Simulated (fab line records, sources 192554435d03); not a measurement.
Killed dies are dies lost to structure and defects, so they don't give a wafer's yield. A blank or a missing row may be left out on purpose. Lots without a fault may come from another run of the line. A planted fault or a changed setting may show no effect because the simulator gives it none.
Problem report in the 8D (eight disciplines) form, filled by code | flow n5_finfet | the parts of the form that need people (team, actions taken, sign-off) are left out

1. THE PROBLEM
bias_w at N5_BEOL_M7_ETCH_41 reads a mean of 78.42 W on 6 wafers of 2 lots; wafers without a fault read 75.02 W with a standard deviation of 0.22. That is +15 standard deviations from the usual mean.
The step: etches SiCN in CH3F/O2, target depth 31.9 nm, time 57.8 s.
First seen on wafer L804.3, day 12 11:40, on rie_diel-06. The record holds 27 wafers of 9 lots with a number at this step. Rule for "out", or "out of limits": more than 4 standard deviations from the usual mean. The other wafers with a number count as sound.

2. WHAT IT IS AND WHAT IT IS NOT
question                    | is                     | is not
which readings at this step | bias_w, rf_vpp_V       | drypump_motor_current_A, oes_product_au, showerhead_plenum_p_Torr, throttle_valve_pct
which lots                  | L804, L805             | L799, L802, L803, L812, L813, L814, L815
which wafers of those lots  | all that have a number | -
read on which tools         | rie_diel-06            | rie_diel-03, rie_diel-05
when                        | from day 12 11:40      | up to then (9 sound wafers); but 12 sound wafers of L812, L813, L814, L815 came after

3. SUSPECTS, AND WHAT RULES EACH OUT
Counting: a tool at a process step up to the reading stays a suspect if it ran every lot that is out and no sound lot after the first of them.
- rie_diel-06 at N5_BEOL_M7_ETCH_72 (etches underlayer in N2/H2, target depth 6.5 nm, time 5.2 s): kept. It ran every lot that is out, first L804 (day 12 11:23), and no sound lot after that; its last sound lot up to then is L803 (day 11 17:17).
- rie_diel-06 at N5_BEOL_M7_ETCH_41 (etches SiCN in CH3F/O2, target depth 31.9 nm, time 57.8 s): kept. It ran every lot that is out, first L804 (day 12 11:40), and no sound lot after that; its last sound lot up to then is L803 (day 11 17:33). Its own readings are out on those wafers: bias_w, rf_vpp_V.
Left after counting: rie_diel-06 at N5_BEOL_M7_ETCH_72, rie_diel-06 at N5_BEOL_M7_ETCH_41.

4. THE CAUSE (what the simulator had put in)
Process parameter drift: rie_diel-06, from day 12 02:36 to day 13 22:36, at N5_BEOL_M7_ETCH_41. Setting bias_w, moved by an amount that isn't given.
Counting left 2 suspects, and this tool is among them.

5. THE CHAIN OF EFFECTS, in route order
Each row: a reading whose mean over the struck wafers that have a number lies more than 3 standard deviations from the usual. Only readings for which the record gives a usual standard deviation are gone through. hours: the time from each lot's start at the first step in this table that gives one to its start at this step, as a median over the lots. sigmas: the change in usual standard deviations.
hours | step               | reading  | usual   | on struck wafers | change | sigmas
0     | N5_BEOL_M7_ETCH_41 | bias_w   | 75.02 W | 78.42            | +3.40  | +15
0     | N5_BEOL_M7_ETCH_41 | rf_vpp_V | 297.6 V | 306.2            | +8.6   | +7.1
The process steps in it:
- N5_BEOL_M7_ETCH_41: etches SiCN in CH3F/O2, target depth 31.9 nm, time 57.8 s.

6. WHAT WOULD HAVE CAUGHT IT SOONER
In this record the first reading out of limits was taken at day 12 11:40, 9 hours after the fault began at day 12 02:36.
